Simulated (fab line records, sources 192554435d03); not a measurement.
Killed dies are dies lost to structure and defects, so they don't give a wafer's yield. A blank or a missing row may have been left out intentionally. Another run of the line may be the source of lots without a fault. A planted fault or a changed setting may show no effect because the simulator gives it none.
Which tool was responsible? ; flow n5-finfet ; 28 wafers from 10 lots sampled at 3 of the route's 1938 steps

== WHAT EACH GAUGE READ, for each wafer ==
N5_MOL_CONTACT_COAG_CD_MEAS_101: target cd 16 nm.
lot;measured;on;cd-nm (nm)
L498;day 5 03:28;cd-sem-01;15.8 15.3 16.1
L503;day 6 11:53;cd-sem-01;16.1 16.4 16.7
L504;day 6 18:37;cd-sem-01;15.8 16.2 15.8
L507;day 7 06:46;cd-sem-03;15.3 16.0 15.6
L509;day 8 00:39;cd-sem-02;15.9 16.1 16.1
L512;day 9 17:38;cd-sem-02;16.4 16.3 16.0
L517;day 10 19:00;cd-sem-02;16.1 16.1 15.9
L515;day 10 22:04;cd-sem-01;15.8 16.3 16.0
L520;day 11 03:33;cd-sem-01;16.0 16.1
L521;day 11 12:49;cd-sem-03;15.2 16.9

== WHICH TOOL RAN EACH LOT (tool, then ch and the chambers of the sampled wafers, then the start) ==
lot;N5_MOL_CONTACT_COAG_ETCH_48;N5_MOL_CONTACT_COAG_STRIP_49
L498;rie-diel-06 ch 1,3, day 5 03:11;plasma-asher-01 ch 0,1, day 5 03:19
L503;rie-diel-05 ch 0,2, day 6 11:35;plasma-asher-01 ch 0,1, day 6 11:45
L504;rie-diel-04 ch 0,3, day 6 18:19;plasma-asher-01 ch 0,1, day 6 18:29
L507;rie-diel-04 ch 0,1, day 7 06:28;plasma-asher-02 ch 0,1, day 7 06:38
L509;rie-diel-04 ch 0,1, day 8 00:22;plasma-asher-02 ch 0,1, day 8 00:31
L512;rie-diel-06 ch 0,2, day 9 17:21;plasma-asher-02 ch 1, day 9 17:29
L517;rie-diel-04 ch 0,1,3, day 10 18:43;plasma-asher-01 ch 0,1, day 10 18:51
L515;rie-diel-06 ch 0,1,2, day 10 21:47;plasma-asher-01 ch 0,1, day 10 21:55
L520;rie-diel-04 ch 0,2, day 11 03:16;plasma-asher-02 ch 0,1, day 11 03:24
L521;rie-diel-06 ch 1,2, day 11 12:31;plasma-asher-01 ch 0, day 11 12:40
- N5_MOL_CONTACT_COAG_ETCH_48: etches SiOC in C4F6/O2, target depth 15 nm, overetch 4.5 nm, time 17 s.
- N5_MOL_CONTACT_COAG_STRIP_49: strips in N2/H2, time 30 s.

== THE ANSWER, worked out from the rows above alone ==
Rule: the usual values come from the lots themselves. The widest of any qualifying gaps counts: lots, ordered by their means at a reading, are off when they make up no more than a third of the lots, leave a main group of 4 or more, and stand apart from it by 3 or more times the standard deviation of that group's means. A main group is skipped when, at the precision printed for the reading in the tables above, its means are all equal. A lot without any number at a reading at which 4 lots or more have one is off too. The other lots that the step has rows for count as sound.
None of the lots is off at any reading shown; this tells nothing.

== WHAT HAD BEEN PUT IN BY THE SIMULATOR ==
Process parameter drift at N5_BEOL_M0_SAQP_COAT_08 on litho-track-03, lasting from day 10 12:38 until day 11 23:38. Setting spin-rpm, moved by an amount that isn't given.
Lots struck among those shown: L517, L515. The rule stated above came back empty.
